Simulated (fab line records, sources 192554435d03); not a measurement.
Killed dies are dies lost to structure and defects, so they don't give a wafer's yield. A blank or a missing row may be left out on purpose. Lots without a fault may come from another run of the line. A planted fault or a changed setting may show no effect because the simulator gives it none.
Which tool did it? | flow n5_finfet | 12 lots, 36 wafers sampled, at 3 steps of a route of 1938

WHAT THE GAUGES READ, wafer by wafer
N5_BEOL_M13_INSPECT_30: inspects for defects (macro).
lot  | measured     | on                | raw_defect_count
L077 | day 12 08:30 | defect_inspect-02 | 4 0 3
L076 | day 12 17:38 | defect_inspect-02 | 5 4 0
L078 | day 13 14:10 | defect_inspect-02 | 3 2 0
L080 | day 14 05:32 | defect_inspect-02 | 0 2 2
L085 | day 15 06:31 | defect_inspect-02 | 4 3 0
L082 | day 15 07:53 | defect_inspect-02 | 1 0 2
L087 | day 15 09:18 | defect_inspect-02 | 0 1 5
L090 | day 16 09:53 | defect_inspect-01 | 1 2 2
L091 | day 16 19:05 | defect_inspect-01 | 2 3 4
L092 | day 17 04:11 | defect_inspect-02 | 1 2 2
L094 | day 17 20:47 | defect_inspect-02 | 4 3 2
L096 | day 18 08:08 | defect_inspect-02 | 1 1 2

WHICH TOOL RAN EACH LOT (tool, then ch and the chambers of the sampled wafers, then the start)
lot  | N5_BEOL_M12_ETCH_38                | N5_BEOL_M12_SPUTTER_44
L077 | rie_diel-05 ch 1,2,3, day 12 04:49 | pvd_sputter-02, day 12 05:34
L076 | rie_diel-03 ch 1,2,3, day 12 14:15 | pvd_sputter-01, day 12 15:02
L078 | rie_diel-05 ch 0,1,2, day 13 10:54 | pvd_sputter-02, day 13 11:16
L080 | rie_diel-05 ch 0,1,2, day 14 01:23 | pvd_sputter-02, day 14 02:08
L085 | rie_diel-03 ch 0,1, day 15 03:08   | pvd_sputter-02, day 15 03:41
L082 | rie_diel-05 ch 1,2, day 15 03:54   | pvd_sputter-02, day 15 04:44
L087 | rie_diel-05 ch 2,3, day 15 05:21   | pvd_sputter-02, day 15 06:11
L090 | rie_diel-02 ch 0,1,3, day 16 06:23 | pvd_sputter-01, day 16 07:00
L091 | rie_diel-02 ch 2,3, day 16 14:56   | pvd_sputter-02, day 16 15:31
L092 | rie_diel-03 ch 0,1,3, day 17 00:50 | pvd_sputter-02, day 17 01:29
L094 | rie_diel-02 ch 1,2, day 17 16:37   | pvd_sputter-03, day 17 17:31
L096 | rie_diel-05 ch 0,1,3, day 18 05:00 | pvd_sputter-03, day 18 05:34
- N5_BEOL_M12_ETCH_38: etches SiCN in CF4/N2, target depth 68.7 nm, time 73.4 s.
- N5_BEOL_M12_SPUTTER_44: material Ta, target thk 10 nm, time 16.13 s.

THE ANSWER, worked out from the rows above alone
Rule: what is usual is taken from the lots themselves. Put in order of their means at a reading, lots are off if they are a third of the lots or fewer, leave a main group of 4 or more, and stand apart from it by a gap of 3 or more times the standard deviation of the main group's means; of several such gaps the widest counts. A main group whose means are all the same, to the digits that the tables above print for the reading, isn't used. A lot without any number at a reading at which 4 lots or more have one is off too. The other lots that the step has rows for count as sound.
No lot is off at any reading shown: from this, nothing can be told.

WHAT THE SIMULATOR HAD PUT IN
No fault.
